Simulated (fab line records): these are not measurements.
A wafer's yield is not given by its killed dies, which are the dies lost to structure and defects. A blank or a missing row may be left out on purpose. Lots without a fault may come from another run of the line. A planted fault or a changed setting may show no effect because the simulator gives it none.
What tool caused it? + flow n5Finfet + 60 wafers from 20 lots sampled at 6 of the route's 1938 steps

WHAT THE GAUGES SHOWED, per wafer
The record lacks any reading of a measuring or inspecting step that a usual standard deviation could be used to judge.

EACH LOT AND THE TOOL THAT RAN IT (in order: tool; ch and the chambers of the sampled wafers; start)
| lot  | N5_BEOL_M5_ETCH_75                | N5_BEOL_M5_ETCH_41                           | N5_BEOL_M5_SPUTTER_48       | N5_BEOL_M6_CURE_74           | N5_BEOL_M6_ETCH_61                | N5_BEOL_M6_ETCH_62                |
|------|-----------------------------------|----------------------------------------------|-----------------------------|------------------------------|-----------------------------------|-----------------------------------|
| L075 | rieDiel-02 ch 1,2,3, day 8 13:39  | rieDiel-02 ch 1,2,3, day 8 16:20 or earlier  | pvdSputter-02, day 8 16:20  | uvCure-02 ch 2, day 8 21:59  | rieDiel-05 ch 1,2, day 8 23:30    | rieDiel-05 ch 1,2, day 8 23:34    |
| L077 | rieDiel-02 ch 1,2, day 8 16:14    | rieDiel-02 ch 1,2, day 8 18:08 or earlier    | pvdSputter-01, day 8 18:08  | uvCure-02 ch 0, day 8 23:45  | rieDiel-05 ch 0,2, day 9 01:54    | rieDiel-05 ch 0,2, day 9 01:58    |
| L076 | rieDiel-02 ch 1,2, day 8 16:37    | rieDiel-02 ch 1,2, day 8 18:16 or earlier    | pvdSputter-03, day 8 18:16  | uvCure-03 ch 1, day 9 00:16  | rieDiel-03 ch 0,2,3, day 9 02:23  | rieDiel-03 ch 0,2,3, day 9 02:26  |
| L074 | rieDiel-02 ch 0,1,3, day 9 00:35  | rieDiel-02 ch 0,1,3, day 9 03:01 or earlier  | pvdSputter-02, day 9 03:01  | uvCure-01 ch 1, day 9 09:24  | rieDiel-05 ch 0,2, day 9 12:04    | rieDiel-05 ch 0,2, day 9 12:07    |
| L078 | rieDiel-02 ch 2,3, day 9 11:59    | rieDiel-02 ch 2,3, day 9 13:47 or earlier    | pvdSputter-02, day 9 13:47  | uvCure-01 ch 2, day 9 19:47  | rieDiel-05 ch 1,2, day 9 22:20    | rieDiel-05 ch 1,2, day 9 22:24    |
| L081 | rieDiel-02 ch 1,2, day 9 17:47    | rieDiel-02 ch 1,2, day 9 21:08 or earlier    | pvdSputter-02, day 9 21:08  | uvCure-01 ch 0, day 10 02:46 | rieDiel-05 ch 0,1,3, day 10 05:16 | rieDiel-05 ch 0,1,3, day 10 05:19 |
| L082 | rieDiel-04 ch 0,1,3, day 10 07:00 | rieDiel-04 ch 0,1,3, day 10 09:04 or earlier | pvdSputter-01, day 10 09:04 | uvCure-03 ch 0, day 10 14:41 | rieDiel-05 ch 1,2,3, day 10 19:01 | rieDiel-05 ch 1,2,3, day 10 19:04 |
| L083 | rieDiel-04 ch 1,2,3, day 10 13:00 | rieDiel-04 ch 1,2,3, day 10 16:10 or earlier | pvdSputter-03, day 10 16:10 | uvCure-02 ch 0, day 10 21:55 | rieDiel-03 ch 0,2,3, day 10 23:13 | rieDiel-03 ch 0,2,3, day 10 23:16 |
| L085 | rieDiel-02 ch 0,2,3, day 11 07:13 | rieDiel-02 ch 0,2,3, day 11 09:05 or earlier | pvdSputter-01, day 11 09:05 | uvCure-03 ch 0, day 11 14:48 | rieDiel-03 ch 0,2, day 11 17:42   | rieDiel-03 ch 0,2, day 11 17:45   |
| L086 | rieDiel-02 ch 0,2,3, day 11 07:36 | rieDiel-02 ch 0,2,3, day 11 09:23 or earlier | pvdSputter-02, day 11 09:23 | uvCure-01 ch 2, day 11 15:22 | rieDiel-03 ch 0,1, day 11 17:58   | rieDiel-03 ch 0,1, day 11 18:01   |
| L087 | rieDiel-01 ch 2,3, day 11 16:46   | rieDiel-01 ch 2,3, day 11 18:35 or earlier   | pvdSputter-02, day 11 18:35 | uvCure-01 ch 1, day 12 00:28 | rieDiel-06 ch 0,1, day 12 03:13   | rieDiel-06 ch 0,1, day 12 03:17   |
| L088 | rieDiel-04 ch 0,1,3, day 11 21:55 | rieDiel-04 ch 0,1,3, day 12 00:19 or earlier | pvdSputter-02, day 12 00:19 | uvCure-03 ch 1, day 12 06:46 | rieDiel-05 ch 0,3, day 12 10:01   | rieDiel-05 ch 0,3, day 12 10:04   |
| L089 | rieDiel-01 ch 0,1,3, day 12 02:38 | rieDiel-01 ch 0,1,3, day 12 04:12 or earlier | pvdSputter-01, day 12 04:12 | uvCure-03 ch 2, day 12 09:49 | rieDiel-05 ch 1,2, day 12 14:11   | rieDiel-05 ch 1,2, day 12 14:14   |
| L091 | rieDiel-01 ch 0,1,2, day 12 07:48 | rieDiel-01 ch 0,1,2, day 12 09:56 or earlier | pvdSputter-03, day 12 09:56 | uvCure-02 ch 1, day 12 15:41 | rieDiel-03 ch 0,2,3, day 12 16:50 | rieDiel-03 ch 0,2,3, day 12 16:54 |
| L090 | rieDiel-01 ch 0,1,2, day 12 15:19 | rieDiel-01 ch 0,1,2, day 12 17:20 or earlier | pvdSputter-01, day 12 17:20 | uvCure-02 ch 1, day 12 22:56 | rieDiel-06 ch 1,2, day 13 00:32   | rieDiel-06 ch 1,2, day 13 00:35   |
| L092 | rieDiel-02 ch 0,1, day 12 22:43   | rieDiel-02 ch 0,1, day 13 00:11 or earlier   | pvdSputter-03, day 13 00:11 | uvCure-03 ch 1, day 13 05:48 | rieDiel-06 ch 0,2, day 13 07:47   | rieDiel-06 ch 0,2, day 13 07:50   |
| L093 | rieDiel-02 ch 0,1,3, day 13 00:45 | rieDiel-02 ch 0,1,3, day 13 03:26 or earlier | pvdSputter-02, day 13 03:26 | uvCure-01 ch 1, day 13 09:20 | rieDiel-05 ch 0,1,2, day 13 11:46 | rieDiel-05 ch 0,1,2, day 13 11:49 |
| L095 | rieDiel-02 ch 0,2,3, day 13 15:10 | rieDiel-02 ch 0,2,3, day 13 18:16 or earlier | pvdSputter-03, day 13 18:16 | uvCure-02 ch 1, day 13 23:53 | rieDiel-05 ch 2,3, day 14 01:06   | rieDiel-05 ch 2,3, day 14 01:10   |
| L096 | rieDiel-04 ch 0,1,3, day 13 20:05 | rieDiel-04 ch 0,1,3, day 13 22:03 or earlier | pvdSputter-02, day 13 22:03 | uvCure-01 ch 0, day 14 03:54 | rieDiel-03 ch 0,1,3, day 14 06:48 | rieDiel-03 ch 0,1,3, day 14 06:52 |
| L097 | rieDiel-04 ch 0,2,3, day 13 20:28 | rieDiel-04 ch 0,2,3, day 13 22:56 or earlier | pvdSputter-03, day 13 22:56 | uvCure-01 ch 1, day 14 04:43 | rieDiel-05 ch 0,2,3, day 14 07:20 | rieDiel-05 ch 0,2,3, day 14 07:23 |
- N5_BEOL_M5_ETCH_75: etches underlayer in N2/H2, target depth 6.5 nm, time 5.2 s.
- N5_BEOL_M5_ETCH_41: etches SiCN in CH3F/O2, target depth 31.5 nm, time 56.7 s.
- N5_BEOL_M5_SPUTTER_48: material Cu, target thk 15 nm, time 27.62 s.
- N5_BEOL_M6_CURE_74: cures SiCOH lowk, time 240 s.
- N5_BEOL_M6_ETCH_61: etches SiARC in CF4, target depth 45.5 nm, time 75.8 s.
- N5_BEOL_M6_ETCH_62: etches SOC in N2/H2, target depth 110 nm, overetch 22 nm, time 165 s.

WHAT THE TOOLS THEMSELVES READ (means of the sampled wafers that have a number; where no wafer has one, the mark that the record gives instead)
N5_BEOL_M5_ETCH_75. Usual: drypumpMotorCurrentA 5.9 A (standard deviation 0.53); etchRfOnTimeS 5.26 s (standard deviation 0.17); n2FlowSccm 200.0 sccm (standard deviation 0.62); oesProductAu 0.67 a.u. (standard deviation 0.068); rfVppV 524.0 V (standard deviation 2.5); showerheadPlenumPTorr 2.55 Torr (standard deviation 0.08); throttleValvePct 17.82 % (standard deviation 0.23).
| lot  | tool       | drypumpMotorCurrentA (A) | etchRfOnTimeS (s) | n2FlowSccm (sccm) | oesProductAu (a.u.) | rfVppV (V) | showerheadPlenumPTorr (Torr) | throttleValvePct (%) | flag |
|------|------------|--------------------------|-------------------|-------------------|---------------------|------------|------------------------------|----------------------|------|
| L075 | rieDiel-02 | 5.9                      | 5.21              | 199.5             | 0.67                | 524.9      | 2.58                         | 17.82                |      |
| L077 | rieDiel-02 | 5.6                      | 5.13              | 199.5             | 0.69                | 525.3      | 2.59                         | 17.70                |      |
| L076 | rieDiel-02 | 5.9                      | 5.10              | 200.2             | 0.72                | 526.5      | 2.64                         | 17.63                |      |
| L074 | rieDiel-02 | 5.6                      | 5.27              | 199.9             | 0.69                | 524.2      | 2.56                         | 17.96                |      |
| L078 | rieDiel-02 | 6.1                      | 5.28              | 200.1             | 0.65                | 524.9      | 2.57                         | 17.96                |      |
| L081 | rieDiel-02 | 5.7                      | 5.07              | 200.5             | 0.68                | 524.7      | 2.59                         | 17.74                |      |
| L082 | rieDiel-04 | 6.0                      | 5.23              | 200.3             | 0.67                | 523.3      | 2.56                         | 17.91                |      |
| L083 | rieDiel-04 | 5.8                      | 5.23              | 200.0             | 0.67                | 521.7      | 2.49                         | 17.76                |      |
| L085 | rieDiel-02 | 5.9                      | 5.26              | 199.7             | 0.70                | 524.7      | 2.60                         | 17.91                |      |
| L086 | rieDiel-02 | 5.9                      | 5.34              | 200.1             | 0.70                | 525.5      | 2.60                         | 17.91                |      |
| L087 | rieDiel-01 | 6.4                      | 5.33              | 200.0             | 0.63                | 523.8      | 2.48                         | 17.51                |      |
| L088 | rieDiel-04 | 5.9                      | 5.16              | 199.5             | 0.67                | 524.2      | 2.56                         | 17.91                |      |
| L089 | rieDiel-01 | 5.9                      | 5.39              | 199.8             | 0.67                | 522.4      | 2.51                         | 17.65                |      |
| L091 | rieDiel-01 | 6.1                      | 5.27              | 200.1             | 0.69                | 522.2      | 2.50                         | 17.74                |      |
| L090 | rieDiel-01 | 6.1                      | 5.16              | 199.9             | 0.68                | 523.1      | 2.50                         | 17.74                |      |
| L092 | rieDiel-02 | 5.4                      | 5.26              | 199.9             | 0.67                | 524.1      | 2.56                         | 17.90                |      |
| L093 | rieDiel-02 | 5.6                      | 5.32              | 200.1             | 0.65                | 524.2      | 2.55                         | 18.01                |      |
| L095 | rieDiel-02 | 5.9                      | 5.27              | 200.1             | 0.69                | 525.0      | 2.60                         | 17.94                |      |
| L096 | rieDiel-04 | 5.9                      | 5.18              | 200.2             | 0.66                | 524.5      | 2.55                         | 17.96                |      |
| L097 | rieDiel-04 | 6.1                      | 5.31              | 200.7             | 0.61                | 522.9      | 2.49                         | 17.86                |      |

N5_BEOL_M5_ETCH_41. Usual: drypumpMotorCurrentA 5.9 A, standard deviation 0.52; oesProductAu 0.79 a.u., standard deviation 0.08; rfVppV 297.4 V, standard deviation 1.5; showerheadPlenumPTorr 2.00 Torr, standard deviation 0.065; throttleValvePct 16.26 %, standard deviation 0.23.
| lot  | tool       | drypumpMotorCurrentA (A) | oesProductAu (a.u.) | rfVppV (V) | showerheadPlenumPTorr (Torr) | throttleValvePct (%) | flag |
|------|------------|--------------------------|---------------------|------------|------------------------------|----------------------|------|
| L075 | rieDiel-02 | 5.8                      | 0.78                | 298.2      | 2.04                         | 16.33                |      |
| L077 | rieDiel-02 | 5.6                      | 0.80                | 298.3      | 2.04                         | 16.20                |      |
| L076 | rieDiel-02 | 5.9                      | 0.85                | 299.1      | 2.08                         | 16.13                |      |
| L074 | rieDiel-02 | 5.7                      | 0.81                | 297.7      | 2.01                         | 16.38                |      |
| L078 | rieDiel-02 | 6.1                      | 0.77                | 297.6      | 2.03                         | 16.46                |      |
| L081 | rieDiel-02 | 5.6                      | 0.80                | 297.9      | 2.04                         | 16.21                |      |
| L082 | rieDiel-04 | 5.9                      | 0.78                | 296.8      | 2.01                         | 16.25                |      |
| L083 | rieDiel-04 | 5.8                      | 0.79                | 296.6      | 1.95                         | 16.17                |      |
| L085 | rieDiel-02 | 5.9                      | 0.82                | 298.2      | 2.05                         | 16.34                |      |
| L086 | rieDiel-02 | 5.9                      | 0.82                | 298.6      | 2.05                         | 16.33                |      |
| L087 | rieDiel-01 | 6.4                      | 0.73                | 296.7      | 1.95                         | 16.04                |      |
| L088 | rieDiel-04 | 5.9                      | 0.78                | 296.9      | 2.00                         | 16.28                |      |
| L089 | rieDiel-01 | 5.9                      | 0.80                | 297.7      | 1.98                         | 16.18                |      |
| L091 | rieDiel-01 | 6.1                      | 0.81                | 297.9      | 1.96                         | 16.13                |      |
| L090 | rieDiel-01 | 6.1                      | 0.80                | 296.6      | 1.96                         | 16.13                |      |
| L092 | rieDiel-02 | 5.5                      | 0.78                | 297.5      | 2.01                         | 16.31                |      |
| L093 | rieDiel-02 | 5.7                      | 0.77                | 298.0      | 2.00                         | 16.43                |      |
| L095 | rieDiel-02 | 5.9                      | 0.80                | 298.6      | 2.04                         | 16.35                |      |
| L096 | rieDiel-04 | 5.9                      | 0.75                | 297.7      | 2.00                         | 16.30                |      |
| L097 | rieDiel-04 | 6.1                      | 0.71                | 296.3      | 1.95                         | 16.26                |      |

N5_BEOL_M5_SPUTTER_48. Usual: chuckSensorTempC -16.1 C, standard deviation 0.38; throttleValvePct 29.7 %, standard deviation 0.9.
| lot  | tool          | chuckSensorTempC (C) | throttleValvePct (%) | flag |
|------|---------------|----------------------|----------------------|------|
| L075 | pvdSputter-02 | -16.0                | 30.1                 |      |
| L077 | pvdSputter-01 | -15.9                | 29.1                 |      |
| L076 | pvdSputter-03 | -16.0                | 30.0                 |      |
| L074 | pvdSputter-02 | -16.2                | 30.0                 |      |
| L078 | pvdSputter-02 | -16.0                | 30.1                 |      |
| L081 | pvdSputter-02 | -16.1                | 29.7                 |      |
| L082 | pvdSputter-01 | -15.5                | 29.0                 |      |
| L083 | pvdSputter-03 | -15.9                | 30.3                 |      |
| L085 | pvdSputter-01 | -15.6                | 28.3                 |      |
| L086 | pvdSputter-02 | -16.4                | 29.7                 |      |
| L087 | pvdSputter-02 | -16.4                | 29.3                 |      |
| L088 | pvdSputter-02 | -16.0                | 30.2                 |      |
| L089 | pvdSputter-01 | -15.9                | 28.8                 |      |
| L091 | pvdSputter-03 | -16.1                | 30.0                 |      |
| L090 | pvdSputter-01 | -15.6                | 28.3                 |      |
| L092 | pvdSputter-03 | -15.8                | 30.1                 |      |
| L093 | pvdSputter-02 | -15.9                | 30.1                 |      |
| L095 | pvdSputter-03 | -16.0                | 29.9                 |      |
| L096 | pvdSputter-02 | -16.0                | 30.0                 |      |
| L097 | pvdSputter-03 | -16.0                | 30.2                 |      |

N5_BEOL_M6_CURE_74. Usual: lampPowerPct 52.30 %, standard deviation 0.057; wafer_temp_C_max 387.0, standard deviation 0.54.
| lot  | tool      | lampPowerPct (%) | wafer_temp_C_max | flag |
|------|-----------|------------------|------------------|------|
| L075 | uvCure-02 | 52.31            | 387.0            |      |
| L077 | uvCure-02 | 52.30            | 387.0            |      |
| L076 | uvCure-03 | 52.33            | 387.0            |      |
| L074 | uvCure-01 | 52.33            | 386.8            |      |
| L078 | uvCure-01 | 52.29            | 387.2            |      |
| L081 | uvCure-01 | 52.29            | 387.3            |      |
| L082 | uvCure-03 | 52.27            | 386.5            |      |
| L083 | uvCure-02 | 52.31            | 386.7            |      |
| L085 | uvCure-03 | 52.31            | 386.3            |      |
| L086 | uvCure-01 | 52.30            | 386.9            |      |
| L087 | uvCure-01 | 52.29            | 386.8            |      |
| L088 | uvCure-03 | 52.22            | 387.0            |      |
| L089 | uvCure-03 | 52.28            | 388.5            |      |
| L091 | uvCure-02 | 52.28            | 387.0            |      |
| L090 | uvCure-02 | 52.30            | 386.7            |      |
| L092 | uvCure-03 | 52.31            | 386.8            |      |
| L093 | uvCure-01 | 52.33            | 387.2            |      |
| L095 | uvCure-02 | 52.32            | 387.1            |      |
| L096 | uvCure-01 | 52.33            | 387.1            |      |
| L097 | uvCure-01 | 52.21            | 386.9            |      |

N5_BEOL_M6_ETCH_61. Usual: drypumpMotorCurrentA 5.6 A, standard deviation 0.52; etchRfOnTimeS 76.8 s, standard deviation 2.7; oesProductAu 0.69 a.u., standard deviation 0.075; rfVppV 183.8 V, standard deviation 1.1; showerheadPlenumPTorr 2.12 Torr, standard deviation 0.047; throttleValvePct 15.62 %, standard deviation 0.21.
| lot  | tool       | drypumpMotorCurrentA (A) | etchRfOnTimeS (s) | oesProductAu (a.u.) | rfVppV (V) | showerheadPlenumPTorr (Torr) | throttleValvePct (%) | flag |
|------|------------|--------------------------|-------------------|---------------------|------------|------------------------------|----------------------|------|
| L075 | rieDiel-05 | 4.9                      | 74.9              | 0.66                | 183.1      | 2.09                         | 15.60                |      |
| L077 | rieDiel-05 | 5.2                      | 74.1              | 0.67                | 182.5      | 2.07                         | 15.71                |      |
| L076 | rieDiel-03 | 5.9                      | 76.4              | 0.72                | 183.8      | 2.16                         | 15.63                |      |
| L074 | rieDiel-05 | 5.2                      | 73.4              | 0.67                | 183.0      | 2.07                         | 15.71                |      |
| L078 | rieDiel-05 | 5.0                      | 75.7              | 0.69                | 183.9      | 2.13                         | 15.51                |      |
| L081 | rieDiel-05 | 5.7                      | 78.4              | 0.67                | 183.8      | 2.13                         | 15.65                |      |
| L082 | rieDiel-05 | 5.3                      | 77.7              | 0.63                | 184.4      | 2.11                         | 15.68                |      |
| L083 | rieDiel-03 | 5.9                      | 76.8              | 0.77                | 184.4      | 2.16                         | 15.49                |      |
| L085 | rieDiel-03 | 6.1                      | 77.2              | 0.75                | 183.9      | 2.13                         | 15.59                |      |
| L086 | rieDiel-03 | 6.0                      | 75.0              | 0.76                | 183.7      | 2.09                         | 15.54                |      |
| L087 | rieDiel-06 | 5.7                      | 78.4              | 0.79                | 184.1      | 2.14                         | 15.51                |      |
| L088 | rieDiel-05 | 6.0                      | 78.7              | 0.62                | 183.4      | 2.10                         | 15.85                |      |
| L089 | rieDiel-05 | 4.9                      | 75.0              | 0.64                | 183.2      | 2.08                         | 15.66                |      |
| L091 | rieDiel-03 | 5.9                      | 77.3              | 0.74                | 185.2      | 2.15                         | 15.52                |      |
| L090 | rieDiel-06 | 5.1                      | 76.4              | 0.76                | 183.6      | 2.10                         | 15.57                |      |
| L092 | rieDiel-06 | 4.9                      | 73.9              | 0.74                | 184.1      | 2.13                         | 15.51                |      |
| L093 | rieDiel-05 | 5.2                      | 76.3              | 0.66                | 183.9      | 2.09                         | 15.67                |      |
| L095 | rieDiel-05 | 5.2                      | 76.4              | 0.59                | 182.7      | 2.06                         | 15.84                |      |
| L096 | rieDiel-03 | 5.9                      | 78.7              | 0.72                | 182.9      | 2.12                         | 15.59                |      |
| L097 | rieDiel-05 | 5.6                      | 77.0              | 0.62                | 182.7      | 2.07                         | 15.84                |      |

N5_BEOL_M6_ETCH_62. Usual: drypumpMotorCurrentA 5.6 A, standard deviation 0.52; n2FlowSccm 199.9 sccm, standard deviation 0.64; oesProductAu 0.69 a.u., standard deviation 0.072; rfVppV 523.2 V, standard deviation 1.7; showerheadPlenumPTorr 2.52 Torr, standard deviation 0.071; throttleValvePct 17.87 %, standard deviation 0.19.
| lot  | tool       | drypumpMotorCurrentA (A) | n2FlowSccm (sccm) | oesProductAu (a.u.) | rfVppV (V) | showerheadPlenumPTorr (Torr) | throttleValvePct (%) | flag |
|------|------------|--------------------------|-------------------|---------------------|------------|------------------------------|----------------------|------|
| L075 | rieDiel-05 | 4.9                      | 201.0             | 0.65                | 522.4      | 2.47                         | 17.80                |      |
| L077 | rieDiel-05 | 5.2                      | 199.6             | 0.66                | 520.8      | 2.43                         | 17.81                |      |
| L076 | rieDiel-03 | 5.9                      | 200.1             | 0.72                | 524.1      | 2.58                         | 18.04                |      |
| L074 | rieDiel-05 | 5.2                      | 199.9             | 0.65                | 521.4      | 2.43                         | 17.83                |      |
| L078 | rieDiel-05 | 4.9                      | 199.3             | 0.68                | 523.3      | 2.52                         | 17.73                |      |
| L081 | rieDiel-05 | 5.7                      | 200.1             | 0.68                | 523.6      | 2.52                         | 17.82                |      |
| L082 | rieDiel-05 | 5.3                      | 199.8             | 0.64                | 523.7      | 2.50                         | 17.91                |      |
| L083 | rieDiel-03 | 5.9                      | 200.1             | 0.77                | 524.8      | 2.58                         | 17.94                |      |
| L085 | rieDiel-03 | 6.1                      | 200.0             | 0.75                | 523.4      | 2.53                         | 17.91                |      |
| L086 | rieDiel-03 | 6.0                      | 200.1             | 0.74                | 522.5      | 2.48                         | 17.75                |      |
| L087 | rieDiel-06 | 5.7                      | 199.4             | 0.80                | 523.0      | 2.51                         | 17.64                |      |
| L088 | rieDiel-05 | 6.0                      | 200.2             | 0.62                | 522.6      | 2.50                         | 18.04                |      |
| L089 | rieDiel-05 | 5.0                      | 199.7             | 0.63                | 521.5      | 2.46                         | 17.86                |      |
| L091 | rieDiel-03 | 5.9                      | 200.9             | 0.74                | 524.3      | 2.57                         | 17.97                |      |
| L090 | rieDiel-06 | 5.1                      | 200.5             | 0.76                | 522.9      | 2.47                         | 17.67                |      |
| L092 | rieDiel-06 | 4.9                      | 199.9             | 0.72                | 521.9      | 2.51                         | 17.69                |      |
| L093 | rieDiel-05 | 5.3                      | 200.3             | 0.65                | 521.5      | 2.47                         | 17.79                |      |
| L095 | rieDiel-05 | 5.3                      | 199.7             | 0.59                | 521.4      | 2.44                         | 18.05                |      |
| L096 | rieDiel-03 | 5.9                      | 200.2             | 0.73                | 523.6      | 2.52                         | 17.89                |      |
| L097 | rieDiel-05 | 5.6                      | 200.0             | 0.62                | 522.0      | 2.45                         | 17.98                |      |

THE ANSWER, worked out from the rows above alone
Rule: a lot is off if the mean of its wafers that have a number lies more than 3 standard deviations from the usual mean. Also off: a lot with no number at a reading for which 4 or more lots have one. Any other lot the step has rows for is counted as sound. After the gauges, taken in route order, come the tools' own readings; for these a lot's mean is taken, as printed above. At the first step where some lot is off, the reading lying furthest off is the one used; lots without a number count as furthest.
Across all readings shown, no lot is off: no conclusion can be drawn from this.

WHAT WAS PUT IN BY THE SIMULATOR
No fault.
